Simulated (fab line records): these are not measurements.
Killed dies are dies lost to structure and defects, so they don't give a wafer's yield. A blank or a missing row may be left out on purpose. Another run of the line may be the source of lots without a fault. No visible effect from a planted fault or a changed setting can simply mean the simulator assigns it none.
fab line records :: flow n5-finfet
record
  lots=4
  wafers=12
  last-day=17
route steps=1938 shown BEOL_M2@921 BEOL_M3@931 BEOL_M4@1111
lots with no fault: from the same line, run without faults
start-h: hours from the record's opening day to when the first of the lot's shown wafers began :: wait-h: hours elapsed since this lot's preceding step :: " same as the row above :: L1.1+2: a row that stands for several wafers :: - either no value or no given start :: * or withheld: withheld :: < > ~ a bound
route shown NAME@n: names a module that has steps shown in the file, with the first one's number in the route :: usual: the fault-free wafers' mean and standard deviation :: same: alike in all rows :: chamber/n: place in a boat :: sites: each site's reading :: _std_site: the values' standard deviation :: _edge_site: the outer-site mean with the inner-site mean subtracted :: radius-mm: how far each site lies from the wafer's centre :: mask NAME#n: copy n :: behind: the tool/chamber that last shaped the wafer :: hold: what put the lot on hold/how long, in hours/how the hold closed :: device: names the non-switching transistor (n, p or np) :: end of line: at the end of the route, the tests of the same wafers :: step lacking rows: just its recipe :: killed: at the first sort, the dies lost to defects and structure; wafer yield is something else :: map: per-die view of a wafer (x killed, . not killed, _ where there is no die)
set.NAME: setting as actually run; set.NAME@STEP: the setting as run at that earlier step :: model.NAME: the simulator's own value behind a step, which no gauge read
lots at some steps of the route; a table a step, a row a wafer
services: a tool's chamber out of use, with start hour (start-h, from the record's first day; less than 0 if before it), hours out, and reason
## steps
# step N5_BEOL_M2_ECD_50
# recipe
  material=Cu
  target-thk-a=3000
# step N5_BEOL_M2_ANNEAL_51
# recipe
  temp-c=225
  time-s=90
  ambient=N2
# step N5_BEOL_M2_CMP_52
# recipe
  stop-on=SiOC
  t-overpolish-s=6.8
  down-force-psi=1
  platen-rpm=50
  clearing-platen-down-force-psi=1.5
  clearing-platen-rpm=50
  post-cmp-clean=cu-alkaline
  target-thk-nm=40
  clearing-platen-pad-velocity-m-s=0.99484
  pad-velocity-m-s=0.99484
# step N5_BEOL_M2_PRE_CLEAN_60
# recipe
  gas=NH3/H2
  time-s=15
  temp-c=*
  rf-power-w=300
# step N5_BEOL_M2_CO_CAP_55
# recipe
  material=Co
  target-thk-a=20
  temp-c=200
  precursor=CCTBA/H2
  pressure-torr=30
  time-s=102.1
# step N5_BEOL_M2_PRE_CLEAN_56
# recipe
  gas=NH3
  time-s=15
  temp-c=withheld
  rf-power-w=300
# step N5_BEOL_M2_DEP_57
# recipe
  material=SiCN
  target-thk-a=80
  temp-c=withheld
  precursor=3MS/NH3
  pressure-torr=3
  rf-w=202
  time-s=14
# step N5_BEOL_M3_ILD_DEP_00
# recipe
  material=SiOC
  target-thk-a=790
  temp-c=350
  precursor=DEMS/O2
  pressure-torr=5
  rf-w=500
  time-s=15.3
# step N5_BEOL_M3_PECVD_72
# recipe
  material=SiO2
  target-thk-a=160
  temp-c=400
  precursor=TEOS/O2
  pressure-torr=5.5
  rf-w=450
  teos-flow-sccm=53.8
  gas=O2
  flow-sccm=3000
  time-s=18
# usual
  chamber-pressure-Torr=5.501/0.011
  heater-power-w=746/95
  showerhead-plenum-p-Torr=8.81/0.05
  susceptor-temp-C=399.99/0.22
  throttle-valve-pct=22.4/1.2
lot.wafer: L349.1
tool: pecvd-03
chamber: 0
start-h: 171.20
wait-h: 0.0
chamber-pressure-Torr: 5.499
heater-power-w: 725
showerhead-plenum-p-Torr: 8.82
susceptor-temp-C: 399.71
throttle-valve-pct: 20.8
model.SiO2_of_BEOL_M3_PECVD_72.thk-nm: 16

lot.wafer: L349.3
tool: pecvd-03
chamber: 2
start-h: 171.20
wait-h: 0.0
chamber-pressure-Torr: 5.516
heater-power-w: 536
showerhead-plenum-p-Torr: 8.83
susceptor-temp-C: 400.10
throttle-valve-pct: 21.1
model.SiO2_of_BEOL_M3_PECVD_72.thk-nm: 16.2

lot.wafer: L349.5
tool: pecvd-03
chamber: 2
start-h: 171.20
wait-h: 0.0
chamber-pressure-Torr: 5.511
heater-power-w: 528
showerhead-plenum-p-Torr: 8.84
susceptor-temp-C: 399.71
throttle-valve-pct: 20.6
model.SiO2_of_BEOL_M3_PECVD_72.thk-nm: 16

lot.wafer: L359.1
tool: pecvd-03
chamber: 1
start-h: 237.34
wait-h: 0.0
chamber-pressure-Torr: 5.501
heater-power-w: 885
showerhead-plenum-p-Torr: 8.88
susceptor-temp-C: 400.46
throttle-valve-pct: 22.9
model.SiO2_of_BEOL_M3_PECVD_72.thk-nm: 15.8

lot.wafer: L359.3
tool: pecvd-03
chamber: 0
start-h: 237.34
wait-h: 0.0
chamber-pressure-Torr: 5.524
heater-power-w: 693
showerhead-plenum-p-Torr: 8.86
susceptor-temp-C: 399.90
throttle-valve-pct: 20.6
model.SiO2_of_BEOL_M3_PECVD_72.thk-nm: 16.2

lot.wafer: L359.5
tool: pecvd-03
chamber: 2
start-h: 237.34
wait-h: 0.0
chamber-pressure-Torr: 5.491
heater-power-w: 592
showerhead-plenum-p-Torr: 8.82
susceptor-temp-C: 399.79
throttle-valve-pct: 21.0
model.SiO2_of_BEOL_M3_PECVD_72.thk-nm: 23

lot.wafer: L360.1
tool: pecvd-03
chamber: 2
start-h: 239.78
wait-h: 0.0
chamber-pressure-Torr: 5.513
heater-power-w: 614
showerhead-plenum-p-Torr: 8.82
susceptor-temp-C: 399.89
throttle-valve-pct: 20.8
model.SiO2_of_BEOL_M3_PECVD_72.thk-nm: 22.8

lot.wafer: L360.2
tool: pecvd-03
chamber: 0
start-h: 239.78
wait-h: 0.0
chamber-pressure-Torr: 5.498
heater-power-w: 771
showerhead-plenum-p-Torr: 8.83
susceptor-temp-C: 399.61
throttle-valve-pct: 20.6
model.SiO2_of_BEOL_M3_PECVD_72.thk-nm: 16.2

lot.wafer: L360.4
tool: pecvd-03
chamber: 2
start-h: 239.78
wait-h: 0.0
chamber-pressure-Torr: 5.493
heater-power-w: 603
showerhead-plenum-p-Torr: 8.85
susceptor-temp-C: 399.46
throttle-valve-pct: 21.2
model.SiO2_of_BEOL_M3_PECVD_72.thk-nm: 22.8

lot.wafer: L367.3
tool: pecvd-02
chamber: 1
start-h: 287.12
wait-h: 0.0
chamber-pressure-Torr: 5.507
heater-power-w: 701
showerhead-plenum-p-Torr: 8.74
susceptor-temp-C: 400.19
throttle-valve-pct: 23.8
model.SiO2_of_BEOL_M3_PECVD_72.thk-nm: 15.8

lot.wafer: L367.4
tool: pecvd-02
chamber: 1
start-h: 287.12
wait-h: 0.0
chamber-pressure-Torr: 5.495
heater-power-w: 705
showerhead-plenum-p-Torr: 8.77
susceptor-temp-C: 400.10
throttle-valve-pct: 23.5
model.SiO2_of_BEOL_M3_PECVD_72.thk-nm: 16

lot.wafer: L367.5
tool: pecvd-02
chamber: 0
start-h: 287.12
wait-h: 0.0
chamber-pressure-Torr: 5.505
heater-power-w: 643
showerhead-plenum-p-Torr: 8.77
susceptor-temp-C: 400.08
throttle-valve-pct: 23.9
model.SiO2_of_BEOL_M3_PECVD_72.thk-nm: 16.4
# step N5_BEOL_M3_HM_DEP_02
# recipe
  material=TiN
  target-thk-a=200
  temp-c=25
  chamber-pressure-pa=0.49996
# step N5_BEOL_M3_COAT_61
# recipe
  resist=SOC
  temp-c=250
  time-s=60
  spin-rpm=1500
  resist-thk-nm=60
# step N5_BEOL_M3_COAT_62
# recipe
  resist=SiARC
  temp-c=220
  time-s=60
  spin-rpm=1500
  resist-thk-nm=12
# step N5_BEOL_M3_COAT_73
# recipe
  resist=underlayer
  temp-c=205
  time-s=60
  spin-rpm=1500
  resist-thk-nm=5
# step N5_BEOL_M3_COAT_05
# recipe
  resist=CAR-EUV
  spin-rpm=1500
  resist-thk-nm=30
# step N5_BEOL_M3_EBR_07
# recipe
  solvent=PGMEA
  ebr-width-mm=1.5
# step N5_BEOL_M3_SOFTBAKE_06
# recipe
  temp-c=110
  time-s=60
  resist=CAR-EUV
# step N5_BEOL_M3_EXPOSE_08
# recipe
  mask-id=M3
  na=0.33
  source-shape=dipole
  sigma-inner=0.369
  sigma-outer=0.767
  polarization=unpolarized
  dose-mj=33
# step N5_BEOL_M3_PEB_09
# recipe
  peb-temp-c=100
  peb-time-s=60
  resist=CAR-EUV
# step N5_BEOL_M3_DEVELOP_10
# recipe
  develop-time-s=30
  developer=TMAH
  resist=CAR-EUV
  rinse-liquid=surfactant-rinse
  dry=air-spin
  dev-temp-c=23
# step N5_BEOL_M3_DESCUM_16
# recipe
  chemistry=O2
  time-s=7
  source-power-w=50
  bias-power-w=20
  pressure-mtorr=20
  rf-frequency-hz=2.712e+07
  temp-c=40
  resist=CAR-EUV
  o2-flow-sccm=225
# step N5_BEOL_M3_ETCH_74
# recipe
  chemistry=N2/H2
  target=underlayer
  target-depth-a=65
  mask-material=CAR-EUV
  time-s=5.2
  ion-energy-ev=200
  pressure-mtorr=30
  source-w=840
  bias-w=150
  n2-flow-sccm=200
  h2-flow-sccm=200
  ends=cleared
# step N5_BEOL_M3_ETCH_63
# recipe
  chemistry=CF4
  target=SiARC
  target-depth-a=156
  mask-material=CAR-EUV
  time-s=26
  ion-energy-ev=80
  pressure-mtorr=40
  source-w=545
  bias-w=36
  Ar_flow_sccm=100
  cf4-flow-sccm=100
  ends=cleared
# step N5_BEOL_M3_ETCH_64
# recipe
  chemistry=N2/H2
  target=SOC
  target-depth-a=750
  overetch-a=150
  mask-material=SiARC
  temp-c=40
  time-s=112.5
  ion-energy-ev=200
  pressure-mtorr=30
  source-w=840
  bias-w=150
  n2-flow-sccm=200
  h2-flow-sccm=200
# step N5_BEOL_M3_STRIP_65
# recipe
  chemistry=N2/H2
  temp-c=40
  n2-flow-sccm=200
  h2-flow-sccm=200
  rf-frequency-hz=6e+07
# step N5_BEOL_M3_STRIP_75
# recipe
  chemistry=N2/H2
  temp-c=40
  n2-flow-sccm=200
  h2-flow-sccm=200
  rf-frequency-hz=6e+07
# step N5_BEOL_M3_STRIP_66
# recipe
  chemistry=CF4
  resist=SiARC
  power-w=300
  bias-power-w=75
  pressure-mtorr=50
  cf4-flow-sccm=150
  rf-frequency-hz=6e+07
# step N5_BEOL_M3_HM_OPEN_17
# recipe
  chemistry=Cl2/BCl3
  target-depth-a=200
  overetch-a=60
  target=TiN
  mask-material=SOC
  ion-energy-ev=150
  pressure-mtorr=10
  icp-w=1000
  bias-w=126
  Cl2_flow_sccm=53.25
  bcl3-flow-sccm=21.75
  Ar_flow_sccm=25
# step N5_BEOL_M3_STRIP_19
# recipe
  chemistry=O2
  power-w=400
  temp-c=40
  pressure-mtorr=30
  rf-frequency-hz=6e+07
  bias-power-w=0
  overash-fraction=0.2
  o2-flow-sccm=225
# step N5_BEOL_M3_COAT_67
# recipe
  resist=SOC
  temp-c=250
  time-s=60
  spin-rpm=1500
  resist-thk-nm=60
# step N5_BEOL_M3_COAT_68
# recipe
  resist=SiARC
  temp-c=220
  time-s=60
  spin-rpm=1500
  resist-thk-nm=12
# step N5_BEOL_M3_COAT_76
# recipe
  resist=underlayer
  temp-c=205
  time-s=60
  spin-rpm=1500
  resist-thk-nm=5
# step N5_BEOL_M3_COAT_22
# recipe
  resist=CAR-EUV
  spin-rpm=1500
  resist-thk-nm=30
# step N5_BEOL_M3_EBR_24
# recipe
  solvent=PGMEA
  ebr-width-mm=1.5
# step N5_BEOL_M3_SOFTBAKE_23
# recipe
  temp-c=110
  time-s=60
  resist=CAR-EUV
# step N5_BEOL_M3_HM_STRIP_39
# recipe
  chemistry=peroxide-tin-strip
  material=TiN
  target-depth-a=250
  temp-c=50
  time-s=158
lot.wafer: L349.1+3
tool: wet-bench-01
chamber: 1,6
start-h: 183.72
wait-h: 0.0
model.SiO2_of_BEOL_M3_PECVD_72.thk-nm: 16

lot.wafer: L349.5
tool: wet-bench-01
chamber: 7
start-h: 183.72
wait-h: 0.0
model.SiO2_of_BEOL_M3_PECVD_72.thk-nm: 15.8

lot.wafer: L360.1+4
tool: wet-bench-02
chamber: 0,7
start-h: 244.75
wait-h: 0.0
model.SiO2_of_BEOL_M3_PECVD_72.thk-nm: 22.6

lot.wafer: L360.2
tool: wet-bench-02
chamber: 2
start-h: 244.75
wait-h: 0.0
model.SiO2_of_BEOL_M3_PECVD_72.thk-nm: 16

lot.wafer: L359.1
tool: wet-bench-02
chamber: 5
start-h: 247.95
wait-h: 0.0
model.SiO2_of_BEOL_M3_PECVD_72.thk-nm: 15.8

lot.wafer: L359.3
tool: wet-bench-02
chamber: 1
start-h: 247.95
wait-h: 0.0
model.SiO2_of_BEOL_M3_PECVD_72.thk-nm: 16

lot.wafer: L359.5
tool: wet-bench-02
chamber: 4
start-h: 247.95
wait-h: 0.0
model.SiO2_of_BEOL_M3_PECVD_72.thk-nm: 22.8

lot.wafer: L367.3
tool: wet-bench-05
chamber: 7
start-h: 293.34
wait-h: 0.0
model.SiO2_of_BEOL_M3_PECVD_72.thk-nm: 15.6

lot.wafer: L367.4
tool: wet-bench-05
chamber: 1
start-h: 293.34
wait-h: 0.0
model.SiO2_of_BEOL_M3_PECVD_72.thk-nm: 16

lot.wafer: L367.5
tool: wet-bench-05
chamber: 6
start-h: 293.34
wait-h: 0.0
model.SiO2_of_BEOL_M3_PECVD_72.thk-nm: 16.2
# step N5_BEOL_M3_CMP_52
# recipe
  stop-on=SiOC
  t-overpolish-s=6.8
  down-force-psi=1
  platen-rpm=50
  clearing-platen-down-force-psi=1.5
  clearing-platen-rpm=50
  post-cmp-clean=cu-alkaline
  target-thk-nm=40
  clearing-platen-pad-velocity-m-s=0.99484
  pad-velocity-m-s=0.99484
# usual
  barrier-field-endpoint-s=24.5/0.68
  motor-current-A=6.2/0.56
lot.wafer: L349.1
tool: cmp-04
chamber: 3
start-h: 187.23
wait-h: 0.3
barrier-field-endpoint-s: 24.8
motor-current-A: 7.0

lot.wafer: L349.3
tool: cmp-04
chamber: 0
start-h: 187.23
wait-h: 0.3
barrier-field-endpoint-s: 25.3
motor-current-A: 5.6

lot.wafer: L349.5
tool: cmp-04
chamber: 2
start-h: 187.23
wait-h: 0.3
barrier-field-endpoint-s: 24.3
motor-current-A: 7.6

lot.wafer: L360.1
tool: cmp-01
chamber: 0
start-h: 248.55
wait-h: 0.3
barrier-field-endpoint-s: 32.2
motor-current-A: 6.0

lot.wafer: L360.2
tool: cmp-01
chamber: 1
start-h: 248.55
wait-h: 0.3
barrier-field-endpoint-s: 25.1
motor-current-A: 6.1

lot.wafer: L360.4
tool: cmp-01
chamber: 3
start-h: 248.55
wait-h: 0.3
barrier-field-endpoint-s: 31.4
motor-current-A: 6.0

lot.wafer: L359.1
tool: cmp-01
chamber: 0
start-h: 251.43
wait-h: 0.3
barrier-field-endpoint-s: 24.5
motor-current-A: 5.9

lot.wafer: L359.3
tool: cmp-01
chamber: 1
start-h: 251.43
wait-h: 0.3
barrier-field-endpoint-s: 25.0
motor-current-A: 5.9

lot.wafer: L359.5
tool: cmp-01
chamber: 0
start-h: 251.43
wait-h: 0.3
barrier-field-endpoint-s: 32.3
motor-current-A: 5.9

lot.wafer: L367.3
tool: cmp-03
chamber: 2
start-h: 296.78
wait-h: 0.2
barrier-field-endpoint-s: 24.6
motor-current-A: 6.0

lot.wafer: L367.4
tool: cmp-03
chamber: 0
start-h: 296.78
wait-h: 0.2
barrier-field-endpoint-s: 25.5
motor-current-A: 6.6

lot.wafer: L367.5
tool: cmp-03
chamber: 3
start-h: 296.78
wait-h: 0.2
barrier-field-endpoint-s: 26.1
motor-current-A: 6.9
# step N5_BEOL_M4_RC_MEAS_101
# usual
  DIBL_N=36.0/2.2
  DIBL_P=35.9/2.6
  IOFF_N=0.16/0.038
  IOFF_P=0.21/0.042
  ION_N=675/15
  ION_P=463/10
  SS_N=71.5/0.62
  SS_P=73.2/0.76
  VT_N=250/4.1
  VT_P=-251/3.6
lot.wafer: L349.1
tool: prober-01
chamber: 0
start-h: 195.21
wait-h: 0.0
DIBL_N[mV/V]: 34.6
DIBL_P[mV/V]: 34.5
IOFF_N[nA/um]: 0.14
IOFF_P[nA/um]: 0.19
ION_N[uA/um]: 683
ION_P[uA/um]: 470
SS_N[mV/dec]: 71.3
SS_P[mV/dec]: 73.1
VT_N[mV]: 249
VT_P[mV]: -251

lot.wafer: L349.3
tool: prober-01
chamber: 0
start-h: 195.21
wait-h: 0.0
DIBL_N[mV/V]: 31.4
DIBL_P[mV/V]: 31.4
IOFF_N[nA/um]: 0.11
IOFF_P[nA/um]: 0.16
ION_N[uA/um]: 667
ION_P[uA/um]: 461
SS_N[mV/dec]: 70.3
SS_P[mV/dec]: 72.1
VT_N[mV]: 251
VT_P[mV]: -252

lot.wafer: L349.5
tool: prober-01
chamber: 0
start-h: 195.21
wait-h: 0.0
DIBL_N[mV/V]: 35.9
DIBL_P[mV/V]: 36.8
IOFF_N[nA/um]: 0.16
IOFF_P[nA/um]: 0.20
ION_N[uA/um]: 689
ION_P[uA/um]: 465
SS_N[mV/dec]: 71.7
SS_P[mV/dec]: 73.3
VT_N[mV]: 249
VT_P[mV]: -252

lot.wafer: L360.1
tool: prober-01
chamber: 0
start-h: 262.09
wait-h: 0.0
DIBL_N[mV/V]: 34.9
DIBL_P[mV/V]: 36.9
IOFF_N[nA/um]: 0.16
IOFF_P[nA/um]: 0.23
ION_N[uA/um]: 678
ION_P[uA/um]: 471
SS_N[mV/dec]: 70.9
SS_P[mV/dec]: 73.9
VT_N[mV]: 248
VT_P[mV]: -248

lot.wafer: L360.2
tool: prober-01
chamber: 0
start-h: 262.09
wait-h: 0.0
DIBL_N[mV/V]: 36.0
DIBL_P[mV/V]: 37.1
IOFF_N[nA/um]: 0.17
IOFF_P[nA/um]: 0.23
ION_N[uA/um]: 681
ION_P[uA/um]: 461
SS_N[mV/dec]: 71.4
SS_P[mV/dec]: 73.7
VT_N[mV]: 244
VT_P[mV]: -248

lot.wafer: L360.4
tool: prober-01
chamber: 0
start-h: 262.09
wait-h: 0.0
DIBL_N[mV/V]: 37.8
DIBL_P[mV/V]: 40.2
IOFF_N[nA/um]: 0.24
IOFF_P[nA/um]: 0.28
ION_N[uA/um]: 723
ION_P[uA/um]: 484
SS_N[mV/dec]: 72.0
SS_P[mV/dec]: 74.1
VT_N[mV]: 239
VT_P[mV]: -247

lot.wafer: L359.1
tool: prober-01
chamber: 0
start-h: 264.37
wait-h: 0.1
DIBL_N[mV/V]: 30.7
DIBL_P[mV/V]: 29.6
IOFF_N[nA/um]: 0.08
IOFF_P[nA/um]: 0.11
ION_N[uA/um]: 656
ION_P[uA/um]: 448
SS_N[mV/dec]: 70.8
SS_P[mV/dec]: 72.5
VT_N[mV]: 261
VT_P[mV]: -261

lot.wafer: L359.3
tool: prober-01
chamber: 0
start-h: 264.37
wait-h: 0.1
DIBL_N[mV/V]: 39.7
DIBL_P[mV/V]: 39.5
IOFF_N[nA/um]: 0.23
IOFF_P[nA/um]: 0.24
ION_N[uA/um]: 674
ION_P[uA/um]: 456
SS_N[mV/dec]: 73.9
SS_P[mV/dec]: 74.6
VT_N[mV]: 245
VT_P[mV]: -251

lot.wafer: L359.5
tool: prober-01
chamber: 0
start-h: 264.37
wait-h: 0.1
DIBL_N[mV/V]: 34.3
DIBL_P[mV/V]: 33.5
IOFF_N[nA/um]: 0.12
IOFF_P[nA/um]: 0.15
ION_N[uA/um]: 661
ION_P[uA/um]: 443
SS_N[mV/dec]: 71.7
SS_P[mV/dec]: 72.7
VT_N[mV]: 254
VT_P[mV]: -259

lot.wafer: L367.3
tool: prober-02
chamber: 0
start-h: 306.66
wait-h: 0.3
DIBL_N[mV/V]: 34.1
DIBL_P[mV/V]: 34.9
IOFF_N[nA/um]: 0.15
IOFF_P[nA/um]: 0.21
ION_N[uA/um]: 684
ION_P[uA/um]: 474
SS_N[mV/dec]: 71.1
SS_P[mV/dec]: 73.1
VT_N[mV]: 247
VT_P[mV]: -249

lot.wafer: L367.4
tool: prober-02
chamber: 0
start-h: 306.66
wait-h: 0.3
DIBL_N[mV/V]: 32.8
DIBL_P[mV/V]: 30.7
IOFF_N[nA/um]: 0.12
IOFF_P[nA/um]: 0.16
ION_N[uA/um]: 666
ION_P[uA/um]: 459
SS_N[mV/dec]: 71.3
SS_P[mV/dec]: 71.2
VT_N[mV]: 251
VT_P[mV]: -253

lot.wafer: L367.5
tool: prober-02
chamber: 0
start-h: 306.66
wait-h: 0.3
DIBL_N[mV/V]: 36.8
DIBL_P[mV/V]: 37.0
IOFF_N[nA/um]: 0.20
IOFF_P[nA/um]: 0.25
ION_N[uA/um]: 690
ION_P[uA/um]: 472
SS_N[mV/dec]: 71.9
SS_P[mV/dec]: 73.3
VT_N[mV]: 244
VT_P[mV]: -245
## services
tool: cmp-01
chamber: -
start-h: 154.57
hours: 0.4
kind: repair

tool: pecvd-02
chamber: 2
start-h: 158.51
hours: 5.0
kind: scheduled-down

tool: cmp-04
chamber: -
start-h: 177.55
hours: 0.7
kind: repair

tool: pecvd-03
chamber: 2
start-h: 178.89
hours: 16.5
kind: scheduled-down

tool: cmp-01
chamber: -
start-h: 181.78
hours: 3.0
kind: repair

tool: cmp-01
chamber: -
start-h: 196.02
hours: 4.0
kind: pm

tool: cmp-01
chamber: -
start-h: 200.02
hours: -
kind: consumable-replace:conditioner

tool: cmp-01
chamber: -
start-h: 200.02
hours: -
kind: consumable-replace:pad

tool: pecvd-02
chamber: 2
start-h: 202.38
hours: -
kind: clean

tool: pecvd-02
chamber: 2
start-h: 202.38
hours: -
kind: consumable-replace:showerhead

tool: pecvd-02
chamber: 2
start-h: 202.38
hours: 29.0
kind: scheduled-down

tool: pecvd-02
chamber: 2
start-h: 202.38
hours: 29.0
kind: vent-cycle

tool: cmp-04
chamber: -
start-h: 207.57
hours: 24.7
kind: pm

tool: pecvd-03
chamber: 0
start-h: 209.19
hours: 2.1
kind: scheduled-down

tool: cmp-03
chamber: -
start-h: 238.49
hours: 1.3
kind: repair

tool: cmp-03
chamber: -
start-h: 245.04
hours: 4.0
kind: pm

tool: cmp-03
chamber: -
start-h: 249.04
hours: -
kind: consumable-replace:conditioner

tool: cmp-03
chamber: -
start-h: 249.04
hours: -
kind: consumable-replace:pad

tool: pecvd-02
chamber: 0
start-h: 251.39
hours: 5.1
kind: repair

tool: cmp-04
chamber: -
start-h: 253.65
hours: 0.9
kind: repair

tool: wet-bench-01
chamber: -
start-h: 292.02
hours: 1.6
kind: repair
## key
first-sign
  step=N5_BEOL_M3_CMP_52
  reading=barrier-field-endpoint-s
  direction=up
  sigmas=11
  usual=24.5
  struck=32.0
effect none on later readings
model-effect
  step=N5_BEOL_M3_PECVD_72
  value=SiO2_of_BEOL_M3_PECVD_72.thk-nm
  without=16.07
  struck=22.87
model-effect
  step=N5_BEOL_M3_HM_STRIP_39
  value=SiO2_of_BEOL_M3_PECVD_72.thk-nm
  without=15.93
  struck=22.67
met-at N5_BEOL_M3_PECVD_72
struck-wafers L359.5,L360.1,L360.4
onset-between 171.20 237.34
fault
  kind=process-parameter-drift
  tool=pecvd-03
  chamber=2
  onset-h=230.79
  steps=N5_BEOL_M3_PECVD_72
  channel=time-s
  offset=*
  shape=step
  end-h=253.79
  acts-in=*
  stated=*
